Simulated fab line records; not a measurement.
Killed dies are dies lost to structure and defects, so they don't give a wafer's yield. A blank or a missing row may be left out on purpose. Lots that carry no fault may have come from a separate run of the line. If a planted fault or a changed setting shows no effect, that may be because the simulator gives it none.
fab line records	flow nand-harc
record lots=24	wafers=72	last-day=24
route steps=1159 shown A_WL_FILL@814 A_CONTACT@858
lots untouched by any fault: they come from a run of this same line in which no faults occurred
start-h: hours from the record's first day to the start of the lot's first wafer shown	wait-h: hours elapsed since this lot's preceding step	" as in the row above	L1.1+2: a row that stands for several wafers	- no value, or no start given	* or withheld: withheld	< > ~ a bound
route shown NAME@n: names a module that has steps shown in the file, with the first one's number in the route	usual: average and standard deviation across the fault-free wafers	same: alike in all rows	chamber/n: place in a boat	sites: readings site by site	_std_site: the values' standard deviation	_edge_site: mean of outer sites minus mean of inner sites	radius-mm: how far each site lies from the wafer's centre	mask NAME#n: copy n	behind: the most recent tool/chamber to have shaped the wafer	hold: reason for holding the lot/hours on hold/outcome of the hold	device: which transistor (n, p or np) failed to switch	end of line: the route-end tests of the same wafers	a step with no rows: only its recipe	killed: not the wafer's yield, but the dies lost to structure and defects at the first sort	map: the dies of a wafer, with x for killed, . for not killed, _ for no die there
set.NAME: the setting as run; set.NAME@STEP: as run at that earlier step	model.NAME: the simulator's own value behind a step, which no gauge read
the route's steps for a sample of lots (tables are steps, rows are wafers)
services: a tool's chamber out of use, with start hour (start-h, from the record's first day; less than 0 if before it), hours out, and reason
## steps
# step NHARC_A_WL_FILL_ETCHBACK_04
# recipe target-depth-a=600	time-s=120	chemistry=NF3
# usual drypump-motor-current-A=5.4/0.41	oes-product-au=1.000/0.013
lot.wafer	tool	chamber	start-h	wait-h	drypump-motor-current-A	oes-product-au	rf-hours-counter-h
L074.2	rie-metal-01	0	330.15	2.4	5.8	1.015	4.7
L074.4	"	1	"	"	5.1	0.993	-
L074.6	"	1	"	"	5.2	0.986	-
L075.1	rie-metal-01	0	344.97	2.8	5.8	1.009	0.0
L075.3	"	1	"	"	5.1	0.998	-
L075.6	"	0	"	"	5.8	1.018	-
L076.1	rie-metal-03	1	345.09	2.4	6.0	0.999	1.2
L076.2	"	0	"	"	4.7	0.989	1.2
L076.6	"	1	"	"	6.0	0.995	-
L079.1	rie-metal-02	1	354.12	2.4	5.3	1.012	5.0
L079.4	"	1	"	"	5.3	1.020	-
L079.6	"	1	"	"	5.3	1.012	-
L077.2	rie-metal-01	0	354.17	2.9	5.7	1.002	0.2
L077.4	"	1	"	"	5.1	1.002	-
L077.5	"	0	"	"	5.8	1.005	-
L078.1	rie-metal-03	1	368.88	2.9	6.0	1.001	2.1
L078.6	"	0	"	"	4.7	0.998	-
L078.5	"	1	"	"	6.0	0.991	-
L080.1	rie-metal-03	0	374.87	2.8	4.7	0.997	2.4
L080.2	"	1	"	"	6.0	0.995	2.4
L080.4	"	1	"	"	6.0	0.999	-
L082.4	rie-metal-02	0	375.10	1.5	5.2	0.990	-
L082.6	"	1	"	"	5.3	1.024	-
L082.5	"	0	"	"	5.1	0.993	-
L084.2	rie-metal-01	1	395.01	2.4	5.2	1.004	1.4
L084.3	"	0	"	"	5.7	0.989	-
L084.5	"	1	"	"	5.1	0.997	-
L081.2	rie-metal-03	1	396.02	2.4	6.0	0.983	3.2
L081.4	"	1	"	"	6.0	0.980	-
L081.6	"	1	"	"	5.9	0.980	-
L083.2	rie-metal-02	0	398.85	2.4	5.2	0.993	0.0
L083.6	"	1	"	"	5.3	1.020	-
L083.5	"	0	"	"	5.2	0.998	-
L087.1	rie-metal-01	0	404.29	2.9	5.8	0.992	1.6
L087.5	"	1	"	"	5.1	0.991	-
L087.6	"	0	"	"	5.8	0.996	-
L086.1	rie-metal-03	1	406.06	2.4	5.9	0.990	3.7
L086.2	"	0	"	"	4.7	0.990	3.7
L086.5	"	1	"	"	5.9	0.975	-
L085.2	rie-metal-01	1	419.18	2.9	5.1	1.000	2.2
L085.3	"	1	"	"	5.1	1.002	-
L085.5	"	0	"	"	5.8	0.990	-
L088.1	rie-metal-02	0	423.42	2.4	5.1	0.994	0.7
L088.3	"	0	"	"	5.2	0.991	-
L088.6	"	0	"	"	5.2	1.013	-
L089.2	rie-metal-01	1	423.85	2.4	5.1	0.996	2.4
L089.6	"	0	"	"	5.8	0.997	-
L089.5	"	1	"	"	5.2	1.004	-
L091.2	rie-metal-03	1	431.09	2.9	6.0	0.989	4.6
L091.4	"	1	"	"	5.9	0.975	-
L091.6	"	1	"	"	6.0	0.976	-
L090.2	rie-metal-02	0	435.65	2.4	5.1	1.002	0.9
L090.4	"	0	"	"	5.1	0.998	-
L090.5	"	1	"	"	5.3	1.025	-
L092.2	rie-metal-01	0	436.02	2.9	5.8	0.984	2.7
L092.4	"	0	"	"	5.8	0.996	-
L092.6	"	1	"	"	5.1	1.006	-
L094.2	rie-metal-02	1	460.45	2.9	5.3	1.023	1.5
L094.5	"	0	"	"	5.1	1.000	-
L094.6	"	1	"	"	5.3	1.041	-
L093.1	rie-metal-01	1	460.94	2.4	5.1	1.009	3.4
L093.2	"	0	"	"	5.8	1.002	3.4
L093.6	"	0	"	"	5.8	1.013	-
L095.1	rie-metal-01	1	463.81	2.4	5.1	0.995	3.6
L095.3	"	1	"	"	5.1	0.994	-
L095.6	"	0	"	"	5.8	0.981	-
L096.1	rie-metal-03	0	467.35	2.9	4.7	1.000	0.2
L096.4	"	1	"	"	6.0	0.981	-
L096.5	"	1	"	"	6.0	0.996	-
L097.3	rie-metal-01	1	474.76	1.5	5.1	0.991	-
L097.4	"	0	"	"	5.8	1.000	-
L097.6	"	0	"	"	5.8	1.005	-
# step NHARC_A_WL_FILL_ETCHBACK_16
# recipe target-depth-a=880	time-s=17.6	c4f8-flow-sccm=withheld	o2-flow-sccm=8	ar-flow-sccm=withheld	rf-w=600	bias-w=800	chemistry=C4F8/O2/Ar
# usual oes-product-au=0.990/0.02	rf-vpp-V=725/4.6
lot.wafer	tool	chamber	start-h	wait-h	oes-product-au	rf-hours-counter-h	rf-vpp-V
L074.4	rie-diel-09	1	-	-	1.010	2.6	717
L074.2	"	3	"	"	0.983	2.8	729
L074.6	"	0	"	"	1.003	-	728
L075.1	rie-diel-12	1	-	-	0.921	3.4	731
L075.3	"	2	"	"	0.931	3.4	726
L075.6	"	2	"	"	0.926	-	727
L076.1	rie-diel-05	3	-	-	0.980	0.2	723
L076.2	"	1	"	"	1.007	0.2	730
L076.6	"	1	"	"	1.001	-	729
L079.1	rie-diel-05	2	-	-	0.990	0.7	721
L079.6	"	2	"	"	0.988	-	721
L079.4	"	1	"	"	1.000	-	729
L077.4	rie-diel-09	0	-	-	0.995	3.8	728
L077.2	"	1	"	"	1.001	3.6	718
L077.5	"	0	"	"	0.996	-	728
L078.1	rie-diel-09	1	-	-	1.007	3.8	718
L078.5	"	2	"	"	1.007	-	716
L078.6	"	3	"	"	0.983	-	731
L082.4	rie-diel-05	1	-	-	1.001	-	730
L082.5	"	2	"	"	0.990	-	720
L082.6	"	3	"	"	0.979	-	726
L080.4	rie-diel-09	0	-	-	0.966	4.4	727
L080.2	"	1	"	"	0.976	4.1	716
L080.1	"	3	"	"	0.939	4.4	730
L081.2	rie-diel-05	3	-	-	0.975	4.3	723
L081.4	"	2	"	"	0.999	-	722
L081.6	"	3	"	"	0.973	-	725
L084.3	rie-diel-12	1	-	-	0.994	0.4	730
L084.2	"	3	"	"	1.000	0.2	728
L084.5	"	1	"	"	1.008	-	728
L083.2	rie-diel-05	1	-	-	0.991	5.2	729
L083.6	"	1	"	"	1.000	-	730
L083.5	"	2	"	"	0.993	-	721
L087.1	rie-diel-12	1	-	-	0.979	0.7	729
L087.6	"	1	"	"	0.975	-	729
L087.5	"	2	"	"	0.985	-	726
L086.1	rie-diel-05	3	-	-	0.972	6.4	724
L086.2	"	1	"	"	0.986	6.4	729
L086.5	"	3	"	"	0.972	-	724
L085.2	rie-diel-12	3	-	-	1.003	0.9	727
L085.3	"	2	"	"	0.992	1.2	726
L085.5	"	3	"	"	0.992	-	726
L088.3	rie-diel-05	0	-	-	0.998	1.1	728
L088.1	"	2	"	"	0.986	6.4	721
L088.6	"	0	"	"	0.995	-	728
L089.2	rie-diel-12	3	-	-	1.000	0.9	727
L089.6	"	0	"	"	0.998	-	731
L089.5	"	1	"	"	1.010	-	729
L091.4	rie-diel-12	1	-	-	0.967	1.3	728
L091.2	"	2	"	"	0.983	1.3	725
L091.6	"	1	"	"	0.973	-	728
L090.4	rie-diel-09	1	-	-	1.026	0.1	718
L090.2	"	0	"	"	1.020	0.1	729
L090.5	"	1	"	"	1.030	-	718
L092.4	rie-diel-12	3	-	-	0.999	1.3	725
L092.2	"	1	"	"	0.991	1.5	730
L092.6	"	3	"	"	1.003	-	727
L093.2	rie-diel-09	1	-	-	1.018	1.2	717
L093.1	"	2	"	"	1.000	1.3	718
L093.6	"	1	"	"	1.014	-	717
L095.1	rie-diel-12	1	-	-	0.991	2.2	731
L095.3	"	2	"	"	1.001	2.3	727
L095.6	"	0	"	"	0.990	-	730
L094.2	rie-diel-12	3	-	-	1.008	2.1	727
L094.6	"	0	"	"	0.998	-	730
L094.5	"	1	"	"	1.001	-	728
L096.1	rie-diel-09	3	-	-	0.981	1.7	730
L096.4	"	0	"	"	0.997	1.4	728
L096.5	"	2	"	"	1.008	-	717
L097.4	rie-diel-09	0	-	-	0.999	1.7	728
L097.3	"	2	"	"	0.999	1.9	717
L097.6	"	0	"	"	1.002	-	728
# step NHARC_A_CONTACT_ETCH_48
# recipe target-depth-a=390	over-etch-frac=0.3	time-s=65	ion-energy-ev=80	cf4-flow-sccm=150	ar-flow-sccm=0	rf-w=300	bias-w=100	chemistry=CF4
# usual drypump-motor-current-A=5.6/0.32	oes-product-au=0.996/0.014	rf-vpp-V=151.5/1.2	showerhead-plenum-p-Torr=1.80/0.064	throttle-valve-pct=13.284/0.0089
lot.wafer	tool	chamber	start-h	wait-h	drypump-motor-current-A	oes-product-au	rf-hours-counter-h	rf-vpp-V	showerhead-plenum-p-Torr	throttle-valve-pct
L074.4	rie-diel-08	2	365.26	0.1	5.1	1.001	10	150.3	1.78	13.297
L074.2	"	3	"	"	5.5	1.010	11	152.2	1.88	13.294
L074.6	"	0	"	"	5.7	0.978	-	151.4	1.79	13.289
L075.1	rie-diel-08	1	370.48	0.1	5.8	0.994	10	151.1	1.77	13.268
L075.3	"	0	"	"	5.7	0.982	12	151.7	1.79	13.274
L075.6	"	1	"	"	5.9	1.005	-	152.8	1.77	13.293
L076.1	rie-diel-08	3	370.82	0.2	5.4	1.011	12	152.5	1.88	13.288
L076.2	"	0	"	"	5.7	0.976	12	149.5	1.79	13.298
L076.6	"	0	"	"	5.7	0.976	-	150.3	1.79	13.282
L079.4	rie-diel-13	1	385.56	0.3	6.1	0.977	40	152.6	1.76	13.273
L079.1	"	2	"	"	5.3	1.000	26	150.8	1.73	13.272
L079.6	"	0	"	"	5.9	0.990	-	154.6	1.90	13.281
L077.2	rie-diel-07	2	386.61	0.6	6.3	0.986	57	152.8	1.89	13.278
L077.4	"	0	"	"	5.3	1.004	54	153.1	1.85	13.284
L077.5	"	2	"	"	6.3	0.986	-	152.0	1.89	13.279
L078.1	rie-diel-08	3	398.73	0.1	5.5	1.022	16	151.5	1.88	13.283
L078.6	"	0	"	"	5.7	0.967	-	150.6	1.79	13.272
L078.5	"	1	"	"	5.9	1.008	-	151.5	1.77	13.281
L082.5	rie-diel-13	3	405.17	0.2	5.5	0.999	-	150.4	1.64	13.300
L082.4	"	0	"	"	5.9	0.989	-	153.6	1.89	13.293
L082.6	"	2	"	"	5.3	0.982	-	151.3	1.73	13.279
L080.1	rie-diel-08	0	410.62	0.1	5.6	0.976	19	152.7	1.79	13.270
L080.4	"	1	"	"	5.8	1.003	18	151.7	1.77	13.283
L080.2	"	2	"	"	5.1	0.989	19	151.4	1.78	13.280
L084.2	rie-diel-13	1	421.84	0.1	6.1	0.987	46	151.2	1.76	13.284
L084.3	"	0	"	"	5.9	0.993	53	152.7	1.89	13.298
L084.5	"	2	"	"	5.3	0.982	-	150.0	1.73	13.288
L081.4	rie-diel-08	2	422.25	0.1	5.1	0.981	20	150.5	1.78	13.280
L081.2	"	3	"	"	5.4	1.019	19	153.9	1.88	13.290
L081.6	"	0	"	"	5.7	0.974	-	151.4	1.79	13.291
L083.2	rie-diel-13	1	425.68	0.1	6.1	0.995	47	150.5	1.76	13.289
L083.6	"	3	"	"	5.5	0.995	-	149.1	1.64	13.279
L083.5	"	0	"	"	5.9	0.986	-	151.7	1.89	13.299
L086.1	rie-diel-07	2	432.70	0.1	6.3	1.008	7	151.6	1.89	13.290
L086.2	"	3	"	"	5.8	0.989	8	150.9	1.79	13.283
L086.5	"	2	"	"	6.3	0.991	-	154.1	1.89	13.274
L087.1	rie-diel-08	3	432.95	0.1	5.4	1.019	21	152.7	1.88	13.285
L087.5	"	2	"	"	5.1	0.993	-	151.7	1.77	13.281
L087.6	"	3	"	"	5.4	1.027	-	151.3	1.88	13.285
L085.2	rie-diel-08	3	448.92	0.1	5.4	1.014	25	151.0	1.88	13.280
L085.3	"	1	"	"	5.9	1.007	26	150.5	1.77	13.287
L085.5	"	3	"	"	5.4	1.015	-	152.6	1.88	13.271
L088.1	rie-diel-13	2	449.54	0.1	5.3	0.994	50	149.5	1.73	13.284
L088.3	"	3	"	"	5.5	1.004	62	149.3	1.64	13.289
L088.6	"	1	"	"	6.1	0.970	-	150.5	1.75	13.276
L089.2	rie-diel-08	0	454.21	0.2	5.6	0.985	29	151.1	1.79	13.276
L089.5	"	3	"	"	5.4	1.020	-	152.7	1.88	13.271
L089.6	"	0	"	"	5.6	0.987	-	150.2	1.79	13.288
L091.2	rie-diel-08	1	457.24	0.1	5.9	0.999	29	151.9	1.76	13.288
L091.4	"	0	"	"	5.7	0.979	30	151.8	1.79	13.298
L091.6	"	2	"	"	5.1	0.989	-	151.5	1.77	13.283
L092.4	rie-diel-07	0	461.89	0.2	5.3	0.997	22	152.0	1.84	13.291
L092.2	"	1	"	"	5.8	0.981	19	151.7	1.77	13.268
L092.6	"	0	"	"	5.3	0.991	-	153.0	1.84	13.305
L090.2	rie-diel-07	1	462.31	0.4	5.9	0.988	19	151.6	1.77	13.284
L090.4	"	2	"	"	6.3	0.983	18	152.7	1.88	13.288
L090.5	"	1	"	"	5.9	0.983	-	150.9	1.77	13.286
L095.3	rie-diel-08	1	490.57	0.1	5.9	0.990	0	151.5	1.76	13.276
L095.1	"	2	"	"	5.1	1.022	0	150.7	1.77	13.285
L095.6	"	1	"	"	5.9	0.991	-	149.3	1.77	13.269
L094.2	rie-diel-08	3	494.28	0.2	5.4	1.009	1	153.1	1.88	13.280
L094.6	"	3	"	"	5.4	0.998	-	152.5	1.88	13.283
L094.5	"	0	"	"	5.6	0.983	-	152.4	1.79	13.274
L093.2	rie-diel-08	2	497.55	0.1	5.1	1.023	1	150.0	1.77	13.289
L093.1	"	0	"	"	5.6	1.011	2	152.2	1.79	13.278
L093.6	"	1	"	"	5.8	0.992	-	151.6	1.76	13.288
L096.4	rie-diel-07	3	503.18	0.1	5.8	1.000	39	153.9	1.78	13.270
L096.1	"	0	"	"	5.3	0.981	39	150.9	1.84	13.294
L096.5	"	3	"	"	5.8	1.005	-	151.2	1.78	13.283
L097.3	rie-diel-13	2	504.58	0.1	5.3	0.976	18	149.4	1.72	13.285
L097.4	"	3	"	"	5.5	1.015	19	153.2	1.90	13.286
L097.6	"	2	"	"	5.3	0.985	-	151.1	1.72	13.307
# step NHARC_A_CONTACT_ETCH_111
# recipe source-w=withheld	pressure-mtorr=20	bias-v=withheld	time-s=140	target-depth-a=7000	ar-flow-sccm=withheld	c4f8-flow-sccm=withheld	o2-flow-sccm=withheld	chemistry=C4F8/O2/Ar
lot.wafer	tool	chamber	start-h	wait-h	rf-hours-counter-h
L074.2	har-cap-etch-01	0	366.45	-	55
L074.4	"	0	"	"	-
L074.6	"	1	"	"	-
L075.1	har-cap-etch-02	1	371.85	-	9
L075.3	"	1	"	"	-
L075.6	"	0	"	"	-
L076.2	har-cap-etch-01	0	372.37	-	56
L076.1	"	1	"	"	56
L076.6	"	1	"	"	-
L079.1	har-cap-etch-02	1	386.74	-	13
L079.4	"	1	"	"	-
L079.6	"	0	"	"	-
L077.2	har-cap-etch-01	0	387.80	-	58
L077.4	"	0	"	"	-
L077.5	"	1	"	"	-
L078.1	har-cap-etch-03	1	399.93	-	87
L078.6	"	0	"	"	-
L078.5	"	1	"	"	-
L082.4	har-cap-etch-02	0	406.92	-	-
L082.6	"	1	"	"	-
L082.5	"	0	"	"	-
L080.1	har-cap-etch-01	0	411.79	-	62
L080.2	"	1	"	"	62
L080.4	"	1	"	"	-
L084.2	har-cap-etch-03	1	423.04	-	90
L084.3	"	1	"	"	-
L084.5	"	1	"	"	-
L081.2	har-cap-etch-02	1	423.46	-	18
L081.4	"	0	"	"	-
L081.6	"	1	"	"	-
L083.2	har-cap-etch-02	0	426.99	-	20
L083.5	"	1	"	"	-
L083.6	"	0	"	"	-
L087.1	har-cap-etch-02	1	434.87	-	21
L087.5	"	0	"	"	-
L087.6	"	1	"	"	-
L086.2	har-cap-etch-01	0	435.25	-	66
L086.1	"	1	"	"	66
L086.5	"	1	"	"	-
L085.2	har-cap-etch-03	0	450.34	-	96
L085.3	"	0	"	"	-
L085.5	"	1	"	"	-
L088.1	har-cap-etch-02	0	450.75	-	24
L088.3	"	1	"	"	-
L088.6	"	0	"	"	-
L089.2	har-cap-etch-02	0	455.39	-	25
L089.5	"	0	"	"	-
L089.6	"	1	"	"	-
L091.2	har-cap-etch-01	1	458.83	-	70
L091.4	"	1	"	"	-
L091.6	"	1	"	"	-
L092.2	har-cap-etch-01	0	463.67	-	71
L092.4	"	0	"	"	-
L092.6	"	0	"	"	-
L090.2	har-cap-etch-03	1	464.28	-	99
L090.4	"	1	"	"	-
L090.5	"	0	"	"	-
L095.1	har-cap-etch-03	0	491.74	-	103
L095.3	"	1	"	"	-
L095.6	"	0	"	"	-
L094.2	har-cap-etch-02	1	495.54	-	32
L094.5	"	0	"	"	-
L094.6	"	1	"	"	-
L093.2	har-cap-etch-03	1	499.13	-	104
L093.1	"	0	"	"	104
L093.6	"	0	"	"	-
L096.1	har-cap-etch-01	1	504.57	-	77
L096.4	"	0	"	"	-
L096.5	"	1	"	"	-
L097.4	har-cap-etch-02	1	506.00	-	-
L097.3	"	0	"	"	-
L097.6	"	1	"	"	-
# step NHARC_A_CONTACT_ETCH_120
# recipe source-w=withheld	pressure-mtorr=20	bias-v=3000	time-s=94	target-depth-a=9220	ar-flow-sccm=withheld	c4f8-flow-sccm=withheld	o2-flow-sccm=withheld	chemistry=C4F8/O2/Ar
lot.wafer	tool	chamber	start-h	wait-h	rf-hours-counter-h
L074.2	har-cap-etch-01	0	367.36	0.1	55
L074.4	"	0	"	"	-
L074.6	"	1	"	"	-
L075.1	har-cap-etch-02	1	372.78	0.1	10
L075.3	"	1	"	"	-
L075.6	"	0	"	"	-
L076.2	har-cap-etch-01	0	373.30	0.1	56
L076.1	"	1	"	"	56
L076.6	"	1	"	"	-
L079.1	har-cap-etch-02	1	387.66	0.1	13
L079.4	"	1	"	"	-
L079.6	"	0	"	"	-
L077.2	har-cap-etch-01	0	388.71	0.1	59
L077.4	"	0	"	"	-
L077.5	"	1	"	"	-
L078.1	har-cap-etch-03	1	400.84	0.1	88
L078.6	"	0	"	"	-
L078.5	"	1	"	"	-
L082.4	har-cap-etch-02	0	407.79	0.1	-
L082.6	"	1	"	"	-
L082.5	"	0	"	"	-
L080.1	har-cap-etch-01	0	412.71	0.1	62
L080.2	"	1	"	"	62
L080.4	"	1	"	"	-
L084.2	har-cap-etch-03	1	423.96	0.1	91
L084.3	"	1	"	"	-
L084.5	"	1	"	"	-
L081.2	har-cap-etch-02	1	424.67	0.1	19
L081.4	"	0	"	"	-
L081.6	"	1	"	"	-
L083.2	har-cap-etch-02	0	428.20	0.1	20
L083.5	"	1	"	"	-
L083.6	"	0	"	"	-
L087.1	har-cap-etch-02	1	435.78	0.1	22
L087.5	"	0	"	"	-
L087.6	"	1	"	"	-
L086.2	har-cap-etch-01	0	436.17	0.1	67
L086.1	"	1	"	"	67
L086.5	"	1	"	"	-
L085.2	har-cap-etch-03	0	451.25	0.1	96
L085.3	"	0	"	"	-
L085.5	"	1	"	"	-
L088.1	har-cap-etch-02	0	451.68	0.1	25
L088.3	"	1	"	"	-
L088.6	"	0	"	"	-
L089.2	har-cap-etch-02	0	456.31	0.1	26
L089.5	"	0	"	"	-
L089.6	"	1	"	"	-
L091.2	har-cap-etch-01	1	459.85	0.1	71
L091.4	"	1	"	"	-
L091.6	"	1	"	"	-
L092.2	har-cap-etch-01	0	464.60	0.1	72
L092.4	"	0	"	"	-
L092.6	"	0	"	"	-
L090.2	har-cap-etch-03	1	465.19	0.1	100
L090.4	"	1	"	"	-
L090.5	"	0	"	"	-
L095.1	har-cap-etch-03	0	492.66	0.1	104
L095.3	"	1	"	"	-
L095.6	"	0	"	"	-
L094.2	har-cap-etch-02	1	496.45	0.1	33
L094.5	"	0	"	"	-
L094.6	"	1	"	"	-
L093.2	har-cap-etch-03	1	500.07	0.1	105
L093.1	"	0	"	"	105
L093.6	"	0	"	"	-
L096.1	har-cap-etch-01	1	505.48	0.1	77
L096.4	"	0	"	"	-
L096.5	"	1	"	"	-
L097.4	har-cap-etch-02	1	506.90	0.1	-
L097.3	"	0	"	"	-
L097.6	"	1	"	"	-
# step NHARC_A_CONTACT_OVL_MEAS_70
# usual overlay-x-nm=-0.1/0.71	overlay-y-nm=-0.2/0.95
lot.wafer	tool	chamber	start-h	wait-h	overlay-x-nm	overlay-y-nm
L074.2	overlay-01	-	372.74	-	-1.0	-1.6
L074.4	"	-	"	"	-1.9	-1.1
L074.6	"	-	"	"	-1.3	-1.2
L075.1	overlay-02	-	377.99	-	0.4	0.3
L075.3	"	-	"	"	0.5	0.7
L075.6	"	-	"	"	0.2	0.2
L076.1	overlay-01	-	379.82	-	-0.3	0.0
L076.2	"	-	"	"	-0.1	0.7
L076.6	"	-	"	"	-0.7	0.3
L079.1	overlay-01	-	393.83	-	0.2	-1.0
L079.4	"	-	"	"	0.7	-1.5
L079.6	"	-	"	"	0.5	-1.0
L077.2	overlay-01	-	396.31	-	-0.8	-0.2
L077.4	"	-	"	"	-0.6	0.0
L077.5	"	-	"	"	-0.7	0.4
L078.1	overlay-02	-	405.43	-	0.9	-2.1
L078.5	"	-	"	"	1.1	-2.2
L078.6	"	-	"	"	0.7	-2.2
L082.4	overlay-01	-	414.56	-	-0.2	-0.9
L082.5	"	-	"	"	-0.2	-1.2
L082.6	"	-	"	"	-0.4	-1.4
L080.1	overlay-01	-	417.37	-	-0.9	0.4
L080.2	"	-	"	"	-0.7	0.5
L080.4	"	-	"	"	-0.3	0.3
L084.2	overlay-02	-	428.62	-	1.1	-1.4
L084.3	"	-	"	"	1.2	-1.3
L084.5	"	-	"	"	1.0	-1.2
L081.2	overlay-01	-	430.85	-	-0.2	-0.6
L081.4	"	-	"	"	-0.4	-0.9
L081.6	"	-	"	"	-0.8	-0.5
L083.2	overlay-01	-	432.86	-	-0.8	-0.4
L083.5	"	-	"	"	-0.2	-0.4
L083.6	"	-	"	"	-0.8	-0.1
L087.1	overlay-01	-	440.58	-	-0.6	1.8
L087.5	"	-	"	"	-0.6	2.3
L087.6	"	-	"	"	-1.5	2.4
L086.1	overlay-02	-	440.76	-	-0.1	-1.2
L086.2	"	-	"	"	-0.3	-0.5
L086.5	"	-	"	"	-0.6	-0.6
L085.2	overlay-01	-	457.73	-	-0.7	1.5
L085.3	"	-	"	"	-1.0	1.7
L085.5	"	-	"	"	-1.0	1.8
L088.1	overlay-02	-	458.91	-	1.4	-0.4
L088.3	"	-	"	"	1.1	-0.4
L088.6	"	-	"	"	1.0	-0.3
L089.2	overlay-02	-	462.47	-	0.0	0.2
L089.5	"	-	"	"	0.1	0.0
L089.6	"	-	"	"	-0.3	-0.1
L091.2	overlay-02	-	465.84	-	-0.5	-0.5
L091.4	"	-	"	"	-0.4	-0.2
L091.6	"	-	"	"	-1.1	-0.4
L092.2	overlay-02	-	469.87	-	-0.4	-0.4
L092.4	"	-	"	"	0.1	0.0
L092.6	"	-	"	"	-0.5	-0.3
L090.2	overlay-01	-	470.65	-	0.4	0.6
L090.4	"	-	"	"	0.4	-0.4
L090.5	"	-	"	"	0.4	0.4
L095.1	overlay-01	-	497.21	-	0.7	0.3
L095.3	"	-	"	"	0.2	0.8
L095.6	"	-	"	"	0.4	1.3
L094.2	overlay-01	-	501.48	-	0.3	0.7
L094.5	"	-	"	"	0.4	0.1
L094.6	"	-	"	"	0.3	0.1
L093.1	overlay-02	-	505.55	-	0.8	-0.9
L093.2	"	-	"	"	0.5	-1.0
L093.6	"	-	"	"	0.5	-0.8
L096.1	overlay-02	-	509.97	-	0.1	0.0
L096.4	"	-	"	"	0.8	0.4
L096.5	"	-	"	"	-0.2	0.9
L097.3	overlay-02	-	511.34	-	-1.2	0.8
L097.4	"	-	"	"	-0.8	1.0
L097.6	"	-	"	"	-0.7	0.5
## services
tool	chamber	start-h	hours	kind
har-cap-etch-02	-	306.44	17.0	pm
rie-diel-08	1	310.65	3.9	repair
rie-metal-01	-	332.00	9.0	pm
rie-diel-12	2	333.94	2.4	repair
rie-diel-05	-	340.73	9.0	pm
rie-diel-08	-	350.55	2.2	repair
rie-diel-05	-	366.16	0.2	repair
rie-metal-03	-	370.02	0.6	repair
rie-diel-12	-	379.43	9.0	pm
rie-diel-05	-	379.84	2.5	repair
rie-metal-02	-	388.12	9.0	pm
har-cap-etch-01	-	395.64	0.4	repair
rie-diel-12	3	397.74	4.8	repair
rie-diel-13	1	399.79	10.7	repair
rie-diel-05	2	411.47	4.8	repair
rie-diel-08	0	417.33	3.9	repair
rie-diel-05	1	425.04	9.3	repair
rie-diel-09	-	431.10	9.0	pm
rie-diel-13	-	442.55	0.3	repair
rie-metal-03	-	453.00	9.0	pm
rie-diel-08	-	459.16	21.9	repair
rie-diel-09	0	464.56	6.7	repair
rie-diel-05	0	469.56	15.5	repair
rie-diel-05	-	486.62	0.6	repair
## key
fault none
